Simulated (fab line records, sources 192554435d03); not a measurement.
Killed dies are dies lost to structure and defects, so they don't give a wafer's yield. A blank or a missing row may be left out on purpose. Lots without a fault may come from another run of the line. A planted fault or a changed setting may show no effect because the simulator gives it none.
Which tool did it? | flow n5_finfet | 12 lots, 36 wafers sampled, at 4 steps of a route of 1938

WHAT THE GAUGES READ, wafer by wafer
N5_BEOL_M5_CD_MEAS_28: target cd 30.6 nm, target cd y 20 nm.
lot  | measured     | on        | cd_nm (nm)
L076 | day 8 10:02  | cd_sem-02 | 30.9 30.9 30.2
L077 | day 8 19:19  | cd_sem-01 | 30.3 30.0 30.5
L079 | day 9 07:30  | cd_sem-01 | 30.3 30.3 30.6
L081 | day 9 14:37  | cd_sem-03 | 30.5 30.6 30.6
L083 | day 10 04:29 | cd_sem-03 | 30.3 30.1 30.1
L085 | day 10 17:54 | cd_sem-03 | 30.9 31.0 30.3
L087 | day 11 09:05 | cd_sem-01 | 30.3 30.5 30.3
L089 | day 11 16:07 | cd_sem-03 | 30.2 30.9 29.9
L091 | day 12 00:52 | cd_sem-01 | 30.0 30.2 29.6
L093 | day 12 17:40 | cd_sem-03 | 31.0 30.4 30.9
L095 | day 13 10:53 | cd_sem-03 | 30.7 30.1 30.4
L096 | day 13 19:13 | cd_sem-02 | 30.5 30.6 30.7

WHICH TOOL RAN EACH LOT (tool, then ch and the chambers of the sampled wafers, then the start)
lot  | N5_BEOL_M4_ANNEAL_91         | N5_BEOL_M4_DEP_57              | N5_BEOL_M5_HM_OPEN_17
L076 | pvd_sputter-02, day 8 03:30  | pecvd-03 ch 1,2, day 8 05:07   | rie_metal-03 ch 0,1, day 8 09:32
L077 | pvd_sputter-03, day 8 11:23  | pecvd-03 ch 0,1, day 8 13:05   | rie_metal-01 ch 0,1, day 8 17:17
L079 | pvd_sputter-03, day 9 02:06  | pecvd-02 ch 0,1,2, day 9 03:50 | rie_metal-02 ch 0,1, day 9 06:58
L081 | pvd_sputter-02, day 9 08:53  | pecvd-02 ch 0,1, day 9 10:40   | rie_metal-03 ch 0,1, day 9 13:46
L083 | pvd_sputter-03, day 9 22:23  | pecvd-02 ch 1,2, day 9 23:58   | rie_metal-01 ch 0,1, day 10 03:54
L085 | pvd_sputter-02, day 10 10:03 | pecvd-03 ch 0,2, day 10 11:37  | rie_metal-01 ch 0,1, day 10 15:35
L087 | pvd_sputter-02, day 11 02:41 | pecvd-02 ch 1, day 11 04:16    | rie_metal-01 ch 0,1, day 11 08:34
L089 | pvd_sputter-03, day 11 09:47 | pecvd-03 ch 0,2, day 11 11:20  | rie_metal-02 ch 0,1, day 11 15:31
L091 | pvd_sputter-01, day 11 18:13 | pecvd-02 ch 0,1, day 11 19:47  | rie_metal-02 ch 0,1, day 11 23:24
L093 | pvd_sputter-03, day 12 12:28 | pecvd-02 ch 0,1, day 12 14:01  | rie_metal-01 ch 0,1, day 12 17:09
L095 | pvd_sputter-03, day 13 05:40 | pecvd-03 ch 1,2, day 13 07:14  | rie_metal-03 ch 0,1, day 13 09:58
L096 | pvd_sputter-01, day 13 14:14 | pecvd-03 ch 1,2, day 13 15:47  | rie_metal-03 ch 1, day 13 18:33
- N5_BEOL_M4_ANNEAL_91: time 240 s.
- N5_BEOL_M4_DEP_57: deposits SiCN from 3MS/NH3, target thk 8 nm, time 14 s.
- N5_BEOL_M5_HM_OPEN_17: chemistry Cl2/BCl3, target TiN, target depth 20 nm, overetch 6 nm.

THE ANSWER, worked out from the rows above alone
Rule: what is usual is taken from the lots themselves. Put in order of their means at a reading, lots are off if they are a third of the lots or fewer, leave a main group of 4 or more, and stand apart from it by a gap of 3 or more times the standard deviation of the main group's means; of several such gaps the widest counts. A main group whose means are all the same, to the digits that the tables above print for the reading, isn't used. A lot without any number at a reading at which 4 lots or more have one is off too. The other lots that the step has rows for count as sound.
No lot is off at any reading shown: from this, nothing can be told.

WHAT THE SIMULATOR HAD PUT IN
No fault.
